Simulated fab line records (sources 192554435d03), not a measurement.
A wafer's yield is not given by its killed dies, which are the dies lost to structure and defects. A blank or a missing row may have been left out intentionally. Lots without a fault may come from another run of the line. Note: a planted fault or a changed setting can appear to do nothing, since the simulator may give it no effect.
fab line records	flow n5_finfet
[record] lots = 14	wafers = 42	last_day = 18
route steps=1938 shown ZERO_LAYER@17 WELL_APT@30 PMOS_HMC_CHANNEL_EPI@73
lots that met no fault: from a run of the same line without faults
start_h: the number of hours between the record's first day and the start of the first shown wafer of the lot	wait_h: hours from the lot's prior step to this one	" unchanged from the row above	L1.1+2: a single row standing in for several wafers	- no value, or no start given	* or withheld: withheld	< > ~ a bound
route shown NAME@n: a module of which the file shows steps, and the number in the route of the first	usual: average and standard deviation across the fault-free wafers	same: alike in all rows	chamber/n: place in a boat	sites: per-site readings	_std_site: standard deviation across them	_edge_site: outer sites' mean less inner sites'	radius_mm: for every site, how far away it sits from the centre of the wafer	mask NAME#n: copy n	behind: the last tool/chamber to shape the wafer	hold: the reason the lot was held/the length of the hold in hours/how it ended	device: which transistor (n, p or np) failed to switch	end of line: the tests these same wafers got at the end of their route	a step without rows: its recipe alone	killed: not the wafer's yield, but the dies lost to structure and defects at the first sort	map: shows each die of a wafer: x if killed, . if not, _ if none is there
set.NAME: the run value of the setting; set.NAME@STEP: its run value at that earlier step	model.NAME: the simulator's own value behind a step, which no gauge read
one table for each step of the route and one row for each wafer, over a sample of lots
services: the hour from which a tool's chamber was out of use, counted from the record's first day as start_h (under 0 if before that day), plus the number of hours and why
[[steps]]
[step N5_ZERO_LAYER_STRIP_24]
[recipe] chemistry = O2	power_w = 1000	temp_c = 250	overash_fraction = 0.3	pressure_mtorr = 1000	o2_flow_sccm = 6750
[usual] chamber_pressure_mTorr = 999.9/0.91	drypump_motor_current_A = 5.8/0.49	heater_power_w = 374/41	oes_product_au = 0.647/0.0046	strip_time_to_endpoint_s = 43.89/0.099
[same] overash_fraction = 0.3
lot.wafer	tool	chamber	start_h	wait_h	chamber_pressure_mTorr	drypump_motor_current_A	heater_power_w	oes_product_au	rf_hours_counter_h	strip_time_to_endpoint_s
L625.1	plasma_asher-02	1	13.04	0.1	998.7	5.2	399	0.643	23	43.67
L625.5	"	1	"	"	998.7	5.2	385	0.639	-	43.88
L625.6	"	0	"	"	999.0	6.3	398	0.646	-	43.79
L626.2	plasma_asher-01	1	19.02	0.1	999.3	6.0	344	0.651	80	43.91
L626.4	"	0	"	"	999.8	5.7	295	0.650	-	43.88
L626.6	"	0	"	"	999.9	5.7	288	0.647	-	43.88
L627.1	plasma_asher-02	0	24.89	0.1	1001.2	6.3	395	0.645	25	43.97
L627.3	"	0	"	"	1000.6	6.3	402	0.651	-	43.99
L627.6	"	1	"	"	998.8	5.2	397	0.655	-	44.02
L634.1	plasma_asher-02	1	66.89	0.1	999.6	5.2	385	0.645	33	43.90
L634.2	"	0	"	"	999.3	6.4	399	0.649	33	43.88
L634.4	"	0	"	"	999.8	6.4	400	0.647	-	43.94
L635.1	plasma_asher-01	0	72.90	0.1	1000.8	5.7	294	0.642	91	43.91
L635.2	"	1	"	"	999.2	6.0	331	0.644	91	43.93
L635.6	"	0	"	"	998.9	5.7	285	0.645	-	43.88
L639.2	plasma_asher-02	1	96.94	0.1	1000.4	5.2	386	0.644	40	43.89
L639.3	"	0	"	"	1001.7	6.3	401	0.649	-	44.01
L639.5	"	0	"	"	1000.2	6.3	403	0.654	-	43.87
L640.2	plasma_asher-02	1	102.94	0.1	1000.1	5.2	390	0.640	42	43.94
L640.3	"	0	"	"	1000.0	6.3	408	0.644	-	43.96
L640.4	"	1	"	"	1002.2	5.2	393	0.643	-	43.88
L641.1	plasma_asher-02	0	108.89	0.1	999.8	6.3	396	0.650	46	43.71
L641.4	"	0	"	"	1000.6	6.3	401	0.649	-	43.68
L641.5	"	0	"	"	1000.5	6.3	406	0.641	-	43.69
L642.3	plasma_asher-02	0	114.92	0.1	998.7	6.3	402	0.640	-	43.92
L642.5	"	0	"	"	1000.1	6.3	404	0.644	-	43.92
L642.6	"	1	"	"	1000.0	5.2	397	0.639	-	43.94
L644.1	plasma_asher-01	1	126.96	0.1	999.3	6.0	348	0.648	96	43.79
L644.2	"	0	"	"	1001.5	5.7	288	0.639	96	43.79
L644.4	"	1	"	"	999.9	6.0	344	0.647	-	43.82
L645.1	plasma_asher-01	1	133.34	0.1	1001.7	6.0	345	0.651	97	44.02
L645.2	"	0	"	"	998.0	5.7	294	0.647	97	44.01
L645.5	"	1	"	"	1000.6	6.0	339	0.641	-	44.02
L646.2	plasma_asher-01	0	139.25	0.1	999.0	5.7	294	0.641	98	43.94
L646.3	"	0	"	"	999.0	5.7	276	0.643	-	43.78
L646.4	"	1	"	"	1000.5	6.0	346	0.654	-	43.84
L647.2	plasma_asher-02	0	144.89	0.1	999.4	6.3	393	0.649	54	43.78
L647.3	"	1	"	"	1000.5	5.2	396	0.652	-	43.88
L647.4	"	0	"	"	999.6	6.3	398	0.646	-	43.80
L648.2	plasma_asher-02	0	154.00	0.1	1001.5	6.3	410	0.650	55	43.97
L648.4	"	0	"	"	998.5	6.3	408	0.638	-	43.79
L648.5	"	1	"	"	997.9	5.2	400	0.645	-	43.82
[step N5_WELL_APT_INSPECT_10]
[recipe] mode = adi	inspect_instrument = macro
[usual] raw_defect_count = 1.9/1.3
lot.wafer	tool	chamber	start_h	wait_h	raw_defect_count
L625.1	defect_inspect-02	-	13.75	0.0	1
L625.5	"	-	"	"	3
L625.6	"	-	"	"	1
L626.2	defect_inspect-02	-	25.74	0.0	2
L626.4	"	-	"	"	1
L626.6	"	-	"	"	2
L627.1	defect_inspect-02	-	26.08	0.3	1
L627.3	"	-	"	"	0
L627.6	"	-	"	"	2
L634.1	defect_inspect-02	-	67.61	0.0	1
L634.2	"	-	"	"	2
L634.4	"	-	"	"	3
L635.1	defect_inspect-01	-	73.62	0.0	2
L635.2	"	-	"	"	2
L635.6	"	-	"	"	0
L639.2	defect_inspect-02	-	97.66	0.0	3
L639.3	"	-	"	"	3
L639.5	"	-	"	"	1
L640.2	defect_inspect-01	-	103.68	0.0	3
L640.3	"	-	"	"	0
L640.4	"	-	"	"	2
L641.1	defect_inspect-02	-	109.63	0.0	1
L641.4	"	-	"	"	3
L641.5	"	-	"	"	3
L642.3	defect_inspect-01	-	115.62	0.0	0
L642.5	"	-	"	"	2
L642.6	"	-	"	"	2
L644.1	defect_inspect-01	-	127.70	0.0	3
L644.2	"	-	"	"	2
L644.4	"	-	"	"	2
L645.1	defect_inspect-02	-	134.08	0.0	1
L645.2	"	-	"	"	2
L645.5	"	-	"	"	3
L646.2	defect_inspect-01	-	140.00	0.0	3
L646.3	"	-	"	"	3
L646.4	"	-	"	"	1
L647.2	defect_inspect-02	-	145.61	0.0	0
L647.3	"	-	"	"	2
L647.4	"	-	"	"	2
L648.2	defect_inspect-02	-	154.71	0.0	4
L648.4	"	-	"	"	2
L648.5	"	-	"	"	3
[step N5_WELL_APT_PEB_23]
[recipe] peb_temp_c = 130	peb_time_s = 90
[usual] chill_plate_temp_C = 23.01/0.11	exhaust_pa = 45.3/0.75
lot.wafer	tool	chamber	start_h	wait_h	chill_plate_temp_C	exhaust_pa
L625.1	litho_track-02	0	14.71	0.1	22.84	44.2
L625.5	"	0	"	"	22.96	47.2
L625.6	"	0	"	"	22.81	46.1
L626.2	litho_track-01	0	26.82	0.0	23.02	45.3
L626.4	"	0	"	"	23.13	46.1
L626.6	"	0	"	"	23.08	45.5
L627.1	litho_track-01	0	27.05	0.1	22.89	45.0
L627.3	"	0	"	"	22.82	45.4
L627.6	"	0	"	"	23.17	45.5
L634.1	litho_track-02	-	69.31	0.1	-	-
L634.2	"	-	"	"	-	-
L634.4	"	-	"	"	-	-
L635.1	litho_track-01	-	74.57	0.1	-	-
L635.2	"	-	"	"	-	-
L635.6	"	-	"	"	-	-
L639.2	litho_track-01	0	99.19	0.0	23.22	44.8
L639.3	"	0	"	"	23.08	44.7
L639.5	"	0	"	"	23.18	45.4
L640.2	litho_track-02	0	106.19	0.0	23.02	45.9
L640.3	"	0	"	"	23.14	45.1
L640.4	"	0	"	"	23.04	46.1
L641.1	litho_track-01	0	110.58	0.1	23.20	45.5
L641.4	"	0	"	"	23.04	43.8
L641.5	"	0	"	"	22.95	45.3
L642.3	litho_track-01	0	116.67	0.0	23.07	46.6
L642.5	"	0	"	"	23.07	44.4
L642.6	"	0	"	"	23.07	44.1
L644.1	litho_track-01	0	128.95	0.1	23.04	44.9
L644.2	"	0	"	"	23.09	46.3
L644.4	"	0	"	"	23.13	45.2
L645.1	litho_track-03	0	135.29	0.1	23.06	44.7
L645.2	"	0	"	"	23.16	45.7
L645.5	"	0	"	"	23.06	44.9
L646.2	litho_track-01	0	141.09	0.0	23.07	45.0
L646.3	"	0	"	"	23.03	45.2
L646.4	"	0	"	"	22.91	45.6
L647.2	litho_track-01	0	146.56	0.0	23.06	46.4
L647.3	"	0	"	"	23.09	44.9
L647.4	"	0	"	"	22.90	44.6
L648.2	litho_track-01	0	155.69	0.0	23.22	46.6
L648.4	"	0	"	"	23.10	46.9
L648.5	"	0	"	"	23.03	46.2
[step N5_PMOS_HMC_CHANNEL_EPI_ETCH_38]
[recipe] chemistry = CF4	target = SiO2	target_depth_a = 15	ion_energy_ev = 350	pressure_mtorr = 10	icp_w = 800	bias_w = 400	cf4_flow_sccm = 80
[usual] cf4_flow_sccm = 80.04/0.23	chamber_pressure_mTorr = 10.001/0.0087	drypump_motor_current_A = 5.6/0.45	oes_product_au = 1.006/0.016	throttle_valve_pct = 21.81/0.24
lot.wafer	tool	chamber	start_h	wait_h	cf4_flow_sccm	chamber_pressure_mTorr	drypump_motor_current_A	oes_product_au	rf_hours_counter_h	throttle_valve_pct
L625.1	rie_si-03	1	17.62	0.0	79.69	9.997	5.5	1.003	159	21.98
L625.5	"	1	"	"	79.72	10.010	5.5	1.004	-	21.98
L625.6	"	0	"	"	80.04	10.014	5.8	1.010	-	21.76
L626.2	rie_si-05	1	29.71	0.0	80.14	10.009	5.9	0.993	80	21.93
L626.4	"	2	"	"	79.87	10.012	5.1	1.023	59	21.49
L626.6	"	1	"	"	80.34	9.998	5.9	1.000	-	21.93
L627.1	rie_si-02	3	30.23	0.0	80.05	9.997	6.1	1.018	59	21.61
L627.3	"	0	"	"	80.05	10.006	5.1	1.015	184	22.05
L627.6	"	2	"	"	80.18	10.003	6.3	1.047	-	21.56
L639.2	rie_si-03	0	103.41	0.0	79.96	10.002	5.8	1.011	2	21.76
L639.3	"	1	"	"	80.64	10.000	5.5	1.014	161	21.99
L639.5	"	2	"	"	80.43	10.002	5.8	0.982	-	21.98
L640.2	rie_si-02	1	109.60	0.0	80.38	10.000	5.5	0.991	7	21.72
L640.3	"	3	"	"	79.92	9.989	6.0	1.015	60	21.60
L640.4	"	2	"	"	80.45	9.990	6.4	1.038	177	21.55
L641.1	rie_si-05	0	113.89	0.0	79.77	9.992	4.9	1.001	34	21.62
L641.4	"	2	"	"	80.11	10.007	5.1	1.012	60	21.49
L641.5	"	2	"	"	80.16	10.006	5.1	1.023	-	21.49
L642.3	rie_si-05	0	119.55	0.0	79.81	10.000	4.9	1.012	34	21.61
L642.5	"	1	"	"	80.03	10.006	5.9	1.007	-	21.91
L642.6	"	2	"	"	79.99	9.987	5.1	1.017	-	21.49
L644.1	rie_si-02	0	131.97	0.0	80.06	10.004	5.1	1.008	186	22.03
L644.2	"	1	"	"	80.55	9.982	5.5	1.002	7	21.72
L644.4	"	3	"	"	80.25	9.985	6.0	1.019	60	21.60
L645.1	rie_si-05	2	138.35	0.0	80.12	9.984	5.1	1.003	61	21.50
L645.2	"	3	"	"	80.31	9.988	5.1	0.973	124	22.33
L645.5	"	1	"	"	80.26	9.998	5.9	0.985	-	21.92
L646.2	rie_si-02	3	143.95	0.0	80.15	10.006	6.0	1.007	61	21.60
L646.3	"	1	"	"	80.09	10.006	5.5	1.008	7	21.73
L646.4	"	0	"	"	80.01	10.005	5.1	0.996	187	22.04
L647.2	rie_si-03	3	149.90	0.0	79.65	9.995	6.2	1.012	69	21.65
L647.3	"	2	"	"	80.03	9.994	5.9	0.970	184	21.94
L647.4	"	1	"	"	79.77	9.994	5.5	0.995	162	21.96
L648.2	rie_si-03	3	158.58	0.0	80.57	10.017	6.2	1.018	69	21.68
L648.4	"	2	"	"	80.03	10.018	5.9	0.983	184	21.94
L648.5	"	2	"	"	80.41	10.007	5.9	0.978	-	21.95
[[services]]
tool	chamber	start_h	hours	kind
plasma_asher-02	-	-8.16	7.4	repair
litho_track-03	-	39.68	-	consumable_replace:filter
rie_si-02	2	73.06	6.0	repair
plasma_asher-01	-	78.85	28.1	pm
rie_si-02	-	116.96	0.6	repair
plasma_asher-02	-	122.28	3.3	repair
rie_si-03	3	124.66	11.5	repair
plasma_asher-02	-	139.91	0.9	repair
[[key]]
[first_sign] step = N5_WELL_APT_PEB_23	reading = tool_record	direction = missing
effect none on later readings
met_at N5_WELL_APT_PEB_23
struck_lots L634,L635
later_rows_left_out L634.1,L634.2,L634.4,L635.1,L635.2,L635.6
sort_left_out L634.1,L634.2,L634.4,L635.1,L635.2,L635.6
not_acting_at N5_ZERO_LAYER_STRIP_24,N5_WELL_APT_INSPECT_10,N5_PMOS_HMC_CHANNEL_EPI_ETCH_38
onset_between 27.05 69.31
[fault] kind = skipped_step_whole	tool = litho_track-01,litho_track-02	chamber = -	onset_h = 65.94	steps = N5_WELL_APT_PEB_23	scope = struck_lots_only
// sort_left_out: the simulated sort isn't trusted on such a fault, so these wafers' sort isn't shown, and their yield isn't known
// later_rows_left_out: the simulator's readings of these wafers behind a module that went badly wrong aren't trusted and aren't shown, but for the sort
